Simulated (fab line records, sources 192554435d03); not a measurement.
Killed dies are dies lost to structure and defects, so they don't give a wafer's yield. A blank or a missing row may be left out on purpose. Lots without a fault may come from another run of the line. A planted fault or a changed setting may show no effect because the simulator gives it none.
fab line records | flow n5_finfet
record lots=11 wafers=33 last_day=19
route steps=1938 shown BEOL_M1@824 BEOL_M4@1111
lots that met no fault: from a run of the same line without faults
start_h: hours from the record's first day to the start of the lot's first wafer shown | wait_h: hours since the lot's step before | " the same as in the row above | L1.1+2: a row that stands for several wafers | - no value, or no start given | * or withheld: withheld | < > ~ a bound
route shown NAME@n: a module of which the file shows steps, and the number in the route of the first | usual: mean/standard deviation of fault-free wafers | same: alike in all rows | chamber/n: place in a boat | sites: the reading at each site | _std_site: their standard deviation | _edge_site: outer sites' mean less inner sites' | radius_mm: how far each site lies from the wafer's centre | mask NAME#n: copy n | behind: the tool/chamber that last shaped the wafer | hold: why the lot was held/for how many hours/how that ended | device: the transistor (n, p or np) that didn't switch | end of line: the same wafers' tests at the end of the route | a step without rows: its recipe alone | killed: dies lost to structure and defects at the first sort, not the wafer's yield | map: a wafer's dies, x killed, . not, _ none there
set.NAME: the setting as run; set.NAME@STEP: as run at that earlier step | model.NAME: the simulator's own value behind a step, which no gauge read
steps of the route over a sample of lots; a table a step, a row a wafer
services: from which hour (start_h, from the record's first day; less than 0 if before it) a tool's chamber was out of use, for how many hours, and why
## steps
# step N5_BEOL_M1_SPUTTER_90
# recipe material=Cu target_thk_a=45 temp_c=-20 chamber_pressure_pa=0.07 power_w=withheld time_s=8.29
# usual throttle_valve_pct=30.1/0.93
# columns lot.wafer tool chamber start_h wait_h throttle_valve_pct
L313.1 pvd_sputter-02 - 139.86 0.1 30.4
L313.2 " - " " 30.8
L313.6 " - " " 28.5
L320.2 pvd_sputter-03 - 183.43 0.1 30.2
L320.3 " - " " 30.9
L320.4 " - " " 30.6
L322.3 pvd_sputter-01 - 202.18 0.1 31.2
L322.4 " - " " 30.2
L322.5 " - " " 29.7
L323.1 pvd_sputter-01 - 210.11 0.1 29.9
L323.3 " - " " 31.2
L323.5 " - " " 30.9
L324.3 pvd_sputter-01 - 211.95 0.1 30.7
L324.4 " - " " 31.2
L324.6 " - " " 28.2
L325.1 pvd_sputter-02 - 226.34 0.1 28.4
L325.3 " - " " 30.0
L325.4 " - " " 30.5
L327.1 pvd_sputter-02 - 232.06 0.1 30.0
L327.2 " - " " 31.1
L327.4 " - " " 30.5
L328.4 pvd_sputter-02 - 245.87 0.1 28.1
L328.5 " - " " 30.0
L328.6 " - " " 30.2
L329.1 pvd_sputter-01 - 249.17 0.1 30.9
L329.3 " - " " 30.5
L329.4 " - " " 28.4
L332.4 pvd_sputter-03 - 267.56 0.1 31.0
L332.5 " - " " 30.7
L332.6 " - " " 30.4
L333.3 pvd_sputter-01 - 268.08 0.1 31.1
L333.5 " - " " 28.4
L333.6 " - " " 30.6
# step N5_BEOL_M1_ANNEAL_91
# recipe temp_c=400 time_s=240 ambient=vacuum
# usual heater_power_w=820/83 susceptor_temp_C=399.97/0.23
# columns lot.wafer tool chamber start_h wait_h heater_power_w susceptor_temp_C
L313.1 pvd_sputter-02 - 139.94 0.0 882 399.78
L313.2 " - " " 835 399.92
L313.6 " - " " 979 399.76
L320.2 pvd_sputter-03 - 183.51 0.0 722 400.26
L320.3 " - " " 867 399.89
L320.4 " - " " 825 400.12
L322.3 pvd_sputter-01 - 202.26 0.0 - -
L322.4 " - " " - -
L322.5 " - " " - -
L323.1 pvd_sputter-01 - 210.19 0.0 - -
L323.3 " - " " - -
L323.5 " - " " - -
L324.3 pvd_sputter-01 - 212.03 0.0 843 399.73
L324.4 " - " " 900 399.72
L324.6 " - " " 754 399.76
L325.1 pvd_sputter-02 - 226.42 0.0 965 400.29
L325.3 " - " " 810 399.85
L325.4 " - " " 915 399.61
L327.1 pvd_sputter-02 - 232.14 0.0 809 399.87
L327.2 " - " " 852 399.72
L327.4 " - " " 908 400.02
L328.4 pvd_sputter-02 - 245.95 0.0 957 400.26
L328.5 " - " " 799 399.98
L328.6 " - " " 898 400.10
L329.1 pvd_sputter-01 - 249.25 0.0 898 400.31
L329.3 " - " " 846 400.06
L329.4 " - " " 752 399.70
L332.4 pvd_sputter-03 - 267.64 0.0 877 400.04
L332.5 " - " " 864 399.99
L332.6 " - " " 656 399.70
L333.3 pvd_sputter-01 - 268.16 0.0 889 400.08
L333.5 " - " " 759 399.89
L333.6 " - " " 800 399.95
# step N5_BEOL_M1_SPUTTER_94
# recipe material=Cu target_thk_a=45 temp_c=-20 chamber_pressure_pa=0.07 power_w=withheld time_s=8.29
# usual throttle_valve_pct=30.1/0.94
# columns lot.wafer tool chamber start_h wait_h throttle_valve_pct
L313.1 pvd_sputter-02 - 140.30 0.1 30.2
L313.2 " - " " 31.1
L313.6 " - " " 28.6
L320.2 pvd_sputter-03 - 183.87 0.1 30.4
L320.3 " - " " 30.8
L320.4 " - " " 30.4
L322.3 pvd_sputter-01 - 202.62 0.1 30.8
L322.4 " - " " 30.5
L322.5 " - " " 29.8
L323.1 pvd_sputter-01 - 210.55 0.1 29.8
L323.3 " - " " 31.1
L323.5 " - " " 30.9
L324.3 pvd_sputter-01 - 212.39 0.1 30.2
L324.4 " - " " 30.9
L324.6 " - " " 28.2
L325.1 pvd_sputter-02 - 226.78 0.1 28.2
L325.3 " - " " 29.9
L325.4 " - " " 30.3
L327.1 pvd_sputter-02 - 232.50 0.1 29.9
L327.2 " - " " 31.2
L327.4 " - " " 30.2
L328.4 pvd_sputter-02 - 246.31 0.1 28.3
L328.5 " - " " 29.8
L328.6 " - " " 30.7
L329.1 pvd_sputter-01 - 249.61 0.1 30.9
L329.3 " - " " 30.4
L329.4 " - " " 28.2
L332.4 pvd_sputter-03 - 268.00 0.1 31.0
L332.5 " - " " 31.0
L332.6 " - " " 30.0
L333.3 pvd_sputter-01 - 268.52 0.1 31.2
L333.5 " - " " 28.3
L333.6 " - " " 30.5
# step N5_BEOL_M1_SPUTTER_96
# recipe material=Cu target_thk_a=45 temp_c=-20 chamber_pressure_pa=0.07 power_w=withheld time_s=8.29
# usual throttle_valve_pct=30.0/0.95
# columns lot.wafer tool chamber start_h wait_h throttle_valve_pct
L313.1 pvd_sputter-02 - 140.52 0.1 29.9
L313.2 " - " " 31.4
L313.6 " - " " 28.2
L320.2 pvd_sputter-03 - 184.09 0.1 30.4
L320.3 " - " " 31.0
L320.4 " - " " 30.3
L322.3 pvd_sputter-01 - 202.84 0.1 31.1
L322.4 " - " " 30.5
L322.5 " - " " 30.0
L323.1 pvd_sputter-01 - 210.77 0.1 30.1
L323.3 " - " " 30.9
L323.5 " - " " 31.2
L324.3 pvd_sputter-01 - 212.61 0.1 30.4
L324.4 " - " " 31.0
L324.6 " - " " 28.0
L325.1 pvd_sputter-02 - 227.00 0.1 28.3
L325.3 " - " " 29.8
L325.4 " - " " 30.5
L327.1 pvd_sputter-02 - 232.72 0.1 30.0
L327.2 " - " " 31.3
L327.4 " - " " 30.4
L328.4 pvd_sputter-02 - 246.53 0.1 28.3
L328.5 " - " " 29.9
L328.6 " - " " 30.2
L329.1 pvd_sputter-01 - 249.83 0.1 30.9
L329.3 " - " " 30.3
L329.4 " - " " 28.1
L332.4 pvd_sputter-03 - 268.22 0.1 31.0
L332.5 " - " " 30.9
L332.6 " - " " 30.0
L333.3 pvd_sputter-01 - 268.74 0.1 31.1
L333.5 " - " " 28.3
L333.6 " - " " 30.3
# step N5_BEOL_M4_RC_MEAS_101
# usual DIBL_N=35.8/2.2 DIBL_P=35.3/2.7 IOFF_N=0.16/0.043 IOFF_P=0.21/0.043 ION_N=676/15 ION_P=463/9.1 SS_N=71.4/0.77 SS_P=73.0/0.79 VT_N=250/4 VT_P=-249.8/2.8
# columns lot.wafer tool chamber start_h wait_h DIBL_N[mV/V] DIBL_P[mV/V] IOFF_N[nA/um] IOFF_P[nA/um] ION_N[uA/um] ION_P[uA/um] SS_N[mV/dec] SS_P[mV/dec] VT_N[mV] VT_P[mV]
L313.1 prober-02 0 193.49 0.0 29.6 29.3 0.08 0.13 641 453 70.4 72.0 259 -254.3
L313.2 " 0 " " 38.5 39.2 0.23 0.27 693 474 71.8 74.0 244 -245.1
L313.6 " 0 " " 38.8 39.7 0.24 0.27 691 465 72.6 74.1 245 -245.0
L320.2 prober-02 0 228.23 0.2 35.8 33.7 0.16 0.19 682 468 70.4 72.5 247 -248.5
L320.3 " 0 " " 37.3 35.3 0.17 0.20 685 466 71.9 74.0 248 -251.6
L320.4 " 0 " " 34.9 34.2 0.14 0.19 674 469 71.3 73.3 250 -251.7
L323.1 prober-01 0 247.59 0.0 36.4 36.0 0.16 0.19 690 464 70.8 73.7 249 -250.6
L323.3 " 0 " " 34.9 34.8 0.15 0.17 687 463 72.2 72.9 249 -252.7
L323.5 " 0 " " 32.5 33.0 0.11 0.15 669 458 70.2 72.3 255 -253.7
L322.3 prober-01 0 251.10 0.3 36.1 37.7 0.16 0.24 691 475 71.5 73.4 248 -245.8
L322.4 " 0 " " 35.0 34.5 0.13 0.19 675 465 71.2 72.5 253 -250.0
L322.5 " 0 " " 38.0 38.7 0.19 0.27 686 470 72.1 73.5 249 -247.0
L324.3 prober-01 0 262.66 0.3 40.6 39.8 0.27 0.30 704 478 72.7 75.1 240 -246.0
L324.4 " 0 " " 32.5 31.5 0.11 0.16 668 460 70.4 72.3 253 -252.3
L324.6 " 0 " " 39.4 38.9 0.24 0.28 703 475 71.9 74.9 244 -246.3
L325.1 prober-02 0 266.18 0.0 36.4 37.1 0.16 0.22 661 459 71.9 72.8 251 -248.0
L325.3 " 0 " " 38.8 40.4 0.20 0.26 678 458 72.7 73.6 248 -247.3
L325.4 " 0 " " 33.6 33.1 0.11 0.16 649 445 71.4 72.1 254 -253.0
L327.1 prober-02 0 267.72 0.0 36.9 34.9 0.14 0.20 636 451 71.3 73.2 253 -249.9
L327.2 " 0 " " 36.0 35.5 0.16 0.23 680 476 71.0 73.0 247 -246.2
L327.4 " 0 " " 33.5 31.8 0.10 0.16 657 460 70.1 72.1 258 -248.2
L328.4 prober-02 0 285.28 0.5 35.7 35.0 0.15 0.20 693 480 71.4 73.5 251 -249.1
L328.5 " 0 " " 34.3 33.1 0.12 0.17 669 457 71.2 72.0 254 -251.4
L328.6 " 0 " " 36.9 35.8 0.16 0.21 680 464 71.9 73.0 250 -249.4
L329.1 prober-02 0 293.45 0.0 34.2 33.5 0.12 0.18 666 460 70.2 72.3 255 -250.9
L329.3 " 0 " " 33.0 34.1 0.13 0.19 670 469 70.6 72.6 249 -249.6
L329.4 " 0 " " 39.0 40.5 0.24 0.30 702 486 71.8 74.1 244 -244.9
L332.4 prober-02 0 310.06 0.5 33.6 33.1 0.12 0.17 673 463 70.5 72.1 251 -255.0
L332.5 " 0 " " 34.4 32.8 0.14 0.16 679 453 71.0 72.0 252 -253.8
L332.6 " 0 " " 37.1 36.3 0.17 0.21 673 449 72.3 73.5 250 -249.5
L333.3 prober-01 0 314.68 0.3 35.3 33.6 0.14 0.21 667 466 71.1 72.9 249 -250.5
L333.5 " 0 " " 35.0 31.5 0.12 0.16 660 459 71.0 72.0 254 -252.2
L333.6 " 0 " " 35.3 33.0 0.14 0.18 682 466 71.3 72.1 251 -250.8
## services
# columns tool chamber start_h hours kind
pvd_sputter-03 - 138.10 13.5 repair
pvd_sputter-02 - 177.90 0.7 repair
## key
first_sign step=N5_BEOL_M1_ANNEAL_91 reading=tool_record direction=missing
effect none on later readings
met_at N5_BEOL_M1_ANNEAL_91
struck_lots L322,L323
baseline_loss step=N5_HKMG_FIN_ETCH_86 wafers=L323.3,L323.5
not_acting_at N5_BEOL_M1_SPUTTER_90,N5_BEOL_M1_SPUTTER_94,N5_BEOL_M1_SPUTTER_96
fault kind=skipped_step_whole tool=pvd_sputter-01 chamber=- onset_h=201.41 steps=N5_BEOL_M1_ANNEAL_91 scope=struck_lots_only
# baseline_loss: these wafers lose ten dies or more at that step, a loss of the line's own and not of a fault; the sort's usual values leave them out
